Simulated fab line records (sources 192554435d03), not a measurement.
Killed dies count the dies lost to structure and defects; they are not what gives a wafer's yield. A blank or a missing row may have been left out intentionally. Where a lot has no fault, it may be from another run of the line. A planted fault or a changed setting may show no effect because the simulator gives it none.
Matching of chambers    flow n5_finfet    N5_BEOL_M4_ETCH_69 on rie_diel-02: 4 sister chambers
The step etches SiARC in CF4, target depth 15.6 nm, time 26 s. 18 wafers are shown with their chamber, then 9 later ones without.

== WAFERS WITH THEIR CHAMBER ==
wafer   chamber  drypump_motor_current_A (A)  showerhead_plenum_p_Torr (Torr)  oes_product_au (a.u.)
L074.2  3        5.5                          2.11                             0.75
L074.3  0        5.4                          2.16                             0.67
L074.4  3        5.5                          2.11                             0.75
L077.1  3        5.5                          2.11                             0.75
L077.2  1        5.4                          2.20                             0.80
L077.3  2        6.6                          2.05                             0.65
L077.4  0        5.4                          2.16                             0.67
L077.5  1        5.4                          2.20                             0.81
L077.6  2        6.6                          2.05                             0.65
L081.2  1        5.3                          2.19                             0.78
L081.4  0        5.4                          2.16                             0.67
L081.5  2        6.6                          2.05                             0.64
L080.1  0        5.4                          2.16                             0.66
L080.2  2        6.6                          2.05                             0.63
L080.4  3        5.5                          2.10                             0.74
L086.1  3        5.5                          2.10                             0.73
L086.2  1        5.4                          2.19                             0.75
L086.3  2        6.6                          2.05                             0.63

SIGNATURES, as means of the wafers listed above
reading                   chamber 0  chamber 1  chamber 2  chamber 3  scatter within a chamber
drypump_motor_current_A   5.400      5.375      6.600      5.500      0.0231
showerhead_plenum_p_Torr  2.1600     2.1950     2.0500     2.1060     0.00396
oes_product_au            0.6675     0.7850     0.6400     0.7440     0.0144
Rule: for each reading, subtract the chamber's mean from the wafer's reading, divide by that reading's scatter and square the result; add these up over the readings and take the root, which gives the wafer's distance from the chamber. If the next closest chamber is less than 2 further off than the closest, the wafer can't be placed; otherwise it belongs to the closest. How the scatter is found: for the shown wafers, subtract from each reading the mean of its chamber, square and add these, divide the total by (wafers less chambers), then take the root.

== WAFERS WHOSE CHAMBER IS MISSING ==
wafer   drypump_motor_current_A (A)  showerhead_plenum_p_Torr (Torr)  oes_product_au (a.u.)
L087.1  5.5                          2.10                             0.73
L087.3  5.4                          2.15                             0.65
L087.4  5.4                          2.19                             0.74
L092.2  5.5                          2.10                             0.72
L092.3  5.4                          2.18                             0.74
L092.4  6.6                          2.04                             0.62
L093.1  5.5                          2.10                             0.71
L093.2  6.6                          2.04                             0.61
L093.4  5.4                          2.18                             0.73

== CHAMBER TAKEN BY EACH ==
wafer   from the rows above      in truth
L087.1  3                        3
L087.3  0                        0
L087.4  1                        1
L092.2  3                        3
L092.3  1                        1
L092.4  2                        2
L093.1  3                        3
L093.2  2                        2
L093.4  can't be placed: 1 or 0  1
Correct placement for 8 of the 9. From these rows, 1 cannot be placed; in 1 the true chamber is one of the candidates. Number placed wrongly: 0.
